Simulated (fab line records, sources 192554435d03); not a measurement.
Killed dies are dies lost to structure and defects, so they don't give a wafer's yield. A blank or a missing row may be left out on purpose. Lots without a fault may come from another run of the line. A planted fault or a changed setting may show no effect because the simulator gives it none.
Split-lot experiment | flow n5_finfet | 7 lots, 39 wafers read, on a route of 1938 steps

THE SPLIT
At N5_MOL_CONTACT_COAG_ETCHBACK_135 (etches SiO2 in CHF3, target depth 25 nm, time 16.7 s), the setting time_s was moved away from the recipe's 16.7 s on 15 of the 39 wafers read, by -18.3% to +20.5%. The other wafers ran this setting at the recipe's value.

The reading is taken at the split's own step.

THE READING
SOC_of_MOL_CONTACT_COAG_COAT_75.thk_nm (the simulator's own value, which no gauge read), in nm, at N5_MOL_CONTACT_COAG_ETCHBACK_135 (etches SiO2 in CHF3, target depth 25 nm, time 16.7 s). The file gives no usual value for it. The 24 wafers here that ran the recipe average 57.4 nm, standard deviation 0.21 nm.

wafer  | tool, chamber at the split | time_s as run, s | against the recipe | SOC_of_MOL_CONTACT_COAG_COAT_75.thk_nm, nm | against lot-mates on the recipe
L074.1 | rie_diel-05, 3,1,1         | 16.7             | recipe             | 57.4                                       | -
L074.4 | rie_diel-05, 3,1,1         | 16.7             | recipe             | 57.4                                       | -
L074.6 | rie_diel-05, 3,1,1         | 16.7             | recipe             | 57.4                                       | -
L074.2 | rie_diel-05, 0,2           | 13.65            | -18.3%             | 58                                         | +0.6
L074.5 | rie_diel-05, 0,2           | 13.65            | -18.3%             | 58                                         | +0.6
L074.3 | rie_diel-05, 2             | 13.65            | -18.3%             | 57.8                                       | +0.4
L077.1 | rie_diel-04, 0             | 18.83            | +12.8%             | 57                                         | -0.5
L077.2 | rie_diel-04, 2,1           | 16.7             | recipe             | 57.6                                       | -
L077.6 | rie_diel-04, 2,1           | 16.7             | recipe             | 57.6                                       | -
L077.3 | rie_diel-04, 3             | 16.7             | recipe             | 57.4                                       | -
L077.4 | rie_diel-04, 1,2           | 18.83            | +12.8%             | 57.2                                       | -0.3
L077.5 | rie_diel-04, 1,2           | 18.83            | +12.8%             | 57.2                                       | -0.3
L078.1 | rie_diel-04, 3             | 16.7             | recipe             | 57.2                                       | -
L078.2 | rie_diel-04, 0,2           | 20.12            | +20.5%             | 56.8                                       | -0.5
L078.3 | rie_diel-04, 0,2           | 20.12            | +20.5%             | 56.8                                       | -0.5
L078.4 | rie_diel-04, 1             | 20.12            | +20.5%             | 56.6                                       | -0.7
L078.5 | rie_diel-04, 2,3           | 16.7             | recipe             | 57.4                                       | -
L078.6 | rie_diel-04, 2,3           | 16.7             | recipe             | 57.4                                       | -
L079.1 | rie_diel-05, 2,3,0,2,1     | 16.7             | recipe             | 57.2                                       | -
L079.3 | rie_diel-05, 2,3,0,2,1     | 16.7             | recipe             | 57.2                                       | -
L079.4 | rie_diel-05, 2,3,0,2,1     | 16.7             | recipe             | 57.2                                       | -
L079.5 | rie_diel-05, 2,3,0,2,1     | 16.7             | recipe             | 57.2                                       | -
L079.6 | rie_diel-05, 2,3,0,2,1     | 16.7             | recipe             | 57.2                                       | -
L079.2 | rie_diel-05, 1             | 16.7             | recipe             | 57.4                                       | -
L082.1 | rie_diel-04, 3,0           | 18.54            | +11.0%             | 57.2                                       | -0.5
L082.2 | rie_diel-04, 3,0           | 18.54            | +11.0%             | 57.2                                       | -0.5
L082.3 | rie_diel-04, 2             | 16.7             | recipe             | 57.8                                       | -
L082.6 | rie_diel-04, 2             | 16.7             | recipe             | 57.8                                       | -
L082.4 | rie_diel-04, 1             | 16.7             | recipe             | 57.6                                       | -
L082.5 | rie_diel-04, 1             | 18.54            | +11.0%             | 57.4                                       | -0.3
L094.1 | rie_diel-04, 3,0,2         | 16.7             | recipe             | 57.4                                       | -
L094.3 | rie_diel-04, 3,0,2         | 16.7             | recipe             | 57.4                                       | -
L094.5 | rie_diel-04, 3,0,2         | 16.7             | recipe             | 57.4                                       | -
L094.2 | rie_diel-04, 2             | 14.02            | -16.0%             | 58                                         | +0.6
L094.4 | rie_diel-04, 1,3           | 14.02            | -16.0%             | 57.8                                       | +0.4
L094.6 | rie_diel-04, 1,3           | 14.02            | -16.0%             | 57.8                                       | +0.4
L095.1 | rie_diel-04, 0,2           | 16.7             | recipe             | 57                                         | -
L095.3 | rie_diel-04, 0,2           | 16.7             | recipe             | 57                                         | -
L095.6 | rie_diel-04, 2             | 16.7             | recipe             | 57.2                                       | -
Where a row lists several chambers, the file gives one row for several wafers and doesn't say which wafer went through which chamber.

THE FIT
A straight line over all 39 wafers: SOC_of_MOL_CONTACT_COAG_COAT_75.thk_nm changes by -0.0276 nm for each +1% of time_s; r = -0.83; the points scatter about the line by 0.19 nm.
The same after taking each lot's own level away (the mean of its wafers on the recipe; 39 wafers): -0.0306 nm for each +1%; r = -0.96; scatter 0.094 nm.
On that fit, the largest move of time_s shifts the reading by 0.63 nm.
The lots' own levels span 57.07 to 57.73 nm, that is 3.2 times the standard deviation above.
So the lot-to-lot level changes the slope little: the two slopes agree.
Check: with one of the wafers moved furthest among these (+20.5%) left out of the fit, the line predicts -0.655 nm for it against its lot-mates. It came out at -0.533 nm against them.

OTHER SPLITS ON THESE WAFERS
These wafers also went through other splits before the reading. Each is held against what the fit with the lots' levels taken away leaves over:
other split on the same wafers       | wafers away from the commonest value | r with SOC_of_MOL_CONTACT_COAG_COAT_75.thk_nm (lot level and that fit taken away)
N5_DUMMY_GATE_ETCH_37 source_w       | 18                                   | +0.02
N5_DUMMY_GATE_ETCH_31 target_depth_a | 18                                   | +0.07
N5_DUMMY_GATE_ETCH_42 bias_w         | 18                                   | -0.01
N5_MOL_CONTACT_COAG_ETCH_91 source_w | 18                                   | +0.01

THE FILE'S OWN FIT
SOC_of_MOL_CONTACT_COAG_COAT_75.thk_nm changes by -0.0307 nm for each +1% of time_s, r = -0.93.
